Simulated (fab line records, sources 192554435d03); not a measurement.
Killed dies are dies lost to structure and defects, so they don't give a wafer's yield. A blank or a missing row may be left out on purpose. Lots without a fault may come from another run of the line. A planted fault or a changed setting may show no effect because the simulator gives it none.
A struck lot beside a sound one | flow n5_finfet | 16 steps out of a route of 1938
Sound: wafers L328.3, L328.4, L328.5. Struck: wafers L338.3, L338.5, L338.6. The cause comes at the end.
At each step with rows: each side's tool, then ch and its chambers, then its first start. Under that, the readings that differ: sound wafers | struck wafers | difference of the means | sigmas: that difference in standard deviations of wafers without a fault.
alike: readings whose means differ by less than 2 such deviations, and words and numbers that are the same on both sides. not compared: withheld readings, readings that some wafer has no value for, bounds like >300 that may hide the same value, and numbers for which the record gives no deviation and whose values overlap.
The two part at a step that has a row with sigmas, a row that says differs or no value, or rows on one side only. Numbers that don't overlap but have no deviation are shown without sigmas and don't part them. A reading that every wafer of one side lacks parts them only if that side has two wafers or more.

first, 1 step without rows for these wafers: N5_BEOL_M4_SRD_43 (time 30 s).
N5_BEOL_M4_CD_MEAS_35: target cd 18 nm, target cd y 22.4 nm.
  sound on cd_sem-02, day 9 16:12; struck on cd_sem-01, day 11 22:28
  alike: cd_nm
N5_BEOL_M4_DEGAS_44: time 60 s.
  sound on pvd_sputter-01, day 9 16:44; struck on pvd_sputter-02, day 11 22:58
  alike: heater_power_w, susceptor_temp_C
then, 1 step without rows for these wafers: N5_BEOL_M4_PRE_CLEAN_45 (time 30 s).
N5_BEOL_M4_ALD_84: deposits TaN, pulse time 2 s, purge time 3 s, co reactant purge time 2 s.
  sound on ald_metal-01 ch 0,1,3, day 9 16:50; struck on ald_metal-01 ch 0,1, day 11 23:04
  alike: heater_power_w, susceptor_temp_C
then, 2 steps without rows for these wafers: N5_BEOL_M4_SURFACE_TREAT_85; N5_BEOL_M4_CVD_47 (deposits Co from CCTBA/H2, target thk 3 nm, time 223.8 s).
N5_BEOL_M4_SPUTTER_48: material Cu, target thk 4.5 nm, time 8.29 s.
  sound on pvd_sputter-03, day 9 17:23; struck on pvd_sputter-01, day 12 00:47
  alike: chamber_pressure_pa, susceptor_temp_C, throttle_valve_pct
N5_BEOL_M4_ANNEAL_49: time 240 s.
  sound on pvd_sputter-03, day 9 17:28; struck on pvd_sputter-01, day 12 00:52
  alike: heater_power_w, susceptor_temp_C
then, 1 step without rows for these wafers: N5_BEOL_M4_SPUTTER_79 (material Cu, target thk 4.5 nm, time 8.29 s).
N5_BEOL_M4_ANNEAL_80: time 240 s.
  sound on pvd_sputter-03, day 9 17:41; struck on pvd_sputter-01, day 12 01:05
  alike: heater_power_w, susceptor_temp_C
then, 1 step without rows for these wafers: N5_BEOL_M4_SPUTTER_81 (material Cu, target thk 4.5 nm, time 8.29 s).
N5_BEOL_M4_ANNEAL_82: time 240 s.
  sound on pvd_sputter-03, day 9 17:55; struck on pvd_sputter-01, day 12 01:18
  no value came back on the struck wafers for heater_power_w (W), susceptor_temp_C (C); on the sound wafers heater_power_w (W) reads 666 856 741
then, 1 step without rows for these wafers: N5_BEOL_M4_SPUTTER_86 (material Cu, target thk 4.5 nm, time 8.29 s).
N5_BEOL_M4_RC_MEAS_101:
  sound on prober-01 ch 0, day 9 20:37; struck on prober-02 ch 0, day 12 04:02
  alike: DIBL_N, DIBL_P, IOFF_N, IOFF_P, ION_N, ION_P, SS_N, SS_P, VT_N, VT_P
-- the record jumps here: 5 days lie between the struck wafers' starts before and after (it left off in module BEOL_M4 and takes up again in module PASSIVATION, whose first step shown is number 1936 of the route) --
N5_PASSIVATION_PROBE_49:
  sound on prober-01, day 14 05:33; struck on prober-02, day 17 10:15
  alike: defect_limited_yield, killed_at_M0_to_M3, killed_at_M4_up, killed_at_contacts, killed_at_front_end, killed_at_other, killed_dies, killed_open, killed_short, sort_bin_5_function, sort_bin_6_memory, sort_bin_8_speed, sort_n_pass, sort_yield_pct

WHERE THEY PART
Only at N5_BEOL_M4_ANNEAL_82, within this record. Later steps at which nothing parts them and some readings are alike: N5_BEOL_M4_RC_MEAS_101, N5_PASSIVATION_PROBE_49.

WHY: what the simulator had put in
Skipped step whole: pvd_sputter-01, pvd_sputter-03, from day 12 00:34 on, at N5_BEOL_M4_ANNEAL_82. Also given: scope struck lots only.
